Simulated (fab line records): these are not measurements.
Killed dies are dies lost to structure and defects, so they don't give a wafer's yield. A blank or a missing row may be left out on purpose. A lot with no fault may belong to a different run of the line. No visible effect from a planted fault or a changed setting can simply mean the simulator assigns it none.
Problem report in the 8D (eight disciplines) form, filled by code :: flow n5Finfet :: the parts of the form that need people (team, actions taken, sign-off) are left out

== 1. WHAT IS WRONG ==
N5_BEOL_M0_CVD_115, runLengthS: mean 248.0 s over 1 wafer from 1 lot; wafers with no fault: 142.6 s, standard deviation 0.52. That is +99 or more standard deviations from the usual mean.
The step: deposits Co from CCTBA/H2, time 120 s.
Seen first at day 8 21:14 on cvdCo-02, wafer L330.1. The record holds 30 wafers of 11 lots with a number at this step. Rule for "out", or "out of limits": more than 4 standard deviations from the usual mean. All remaining wafers that have a number are taken as sound.

== 2. WHAT IT IS AND WHAT IT IS NOT ==
question: which readings at this step
is: runLengthS
is not: -

question: which lots
is: L330
is not: L318, L319, L320, L321, L322, L325, L334, L336, L337, L340

question: which wafers of those lots
is: L330.1
is not: L330.2

question: read on which tools
is: cvdCo-02
is not: cvdCo-01

question: when
is: from day 8 21:14
is not: up to then (18 sound wafers); but 11 sound wafers of L334, L336, L337, L340 came after

== 3. SUSPECTS, AND WHAT RULES EACH OUT ==
Counting: if a tool at a process step up to the reading ran every lot that is out, it stays a suspect. Sound lots after the first of them don't rule it out here, since some wafers of a struck lot are sound.
- pvdSputter-01 at N5_BEOL_M0_PRE_CLEAN_113 (time 30 s): kept. The lot that is out, L330, ran on it at day 8 20:49; the last sound lot it ran before that was L325, at day 7 22:33.
- cvdCo-02 at N5_BEOL_M0_CVD_115 (deposits Co from CCTBA/H2, time 120 s): kept. The lot that is out, L330, ran on it at day 8 21:14; the last sound lot it ran before that was L325, at day 7 23:03. Out on those wafers are its own readings of runLengthS.
- At N5_BEOL_M0_CVD_115 on cvdCo-02, chamber 1 took the sound wafers of the same lots and chamber 2 took the wafers that are out.
The count leaves cvdCo-02 at N5_BEOL_M0_CVD_115 and pvdSputter-01 at N5_BEOL_M0_PRE_CLEAN_113.

== 4. THE CAUSE (what the simulator had put in) ==
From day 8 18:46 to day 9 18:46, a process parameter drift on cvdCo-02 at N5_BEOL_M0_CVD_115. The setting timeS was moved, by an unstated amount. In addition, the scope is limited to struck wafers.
This tool is one of the 2 suspects left after counting.

== 5. SEQUENCE OF EFFECTS, ordered by route ==
Rows list readings where the struck wafers' mean (over those with a number) sits beyond 3 standard deviations from the usual. Scope: only readings with a usual standard deviation given in the record; hours: median across lots of the time from each lot's start at the first step in this table that gives one to its start at this step; sigmas: change in usual standard deviations.
hours: 0
step: N5_BEOL_M0_CVD_115
reading: runLengthS
usual: 142.6 s
on struck wafers: 248.0
change: +105.4
sigmas: +99 or more
The process steps in it:
- N5_BEOL_M0_CVD_115: deposits Co from CCTBA/H2, time 120 s.
Later measuring or inspecting steps at which every struck wafer that the step has a row for has a number for every such reading, and none has moved that far: N5_BEOL_M4_RC_MEAS_101.

== 6. WHAT WOULD HAVE CAUGHT IT SOONER ==
2 hours passed between the start of the fault at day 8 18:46 and the first reading out of limits in this record, taken at day 8 21:14.
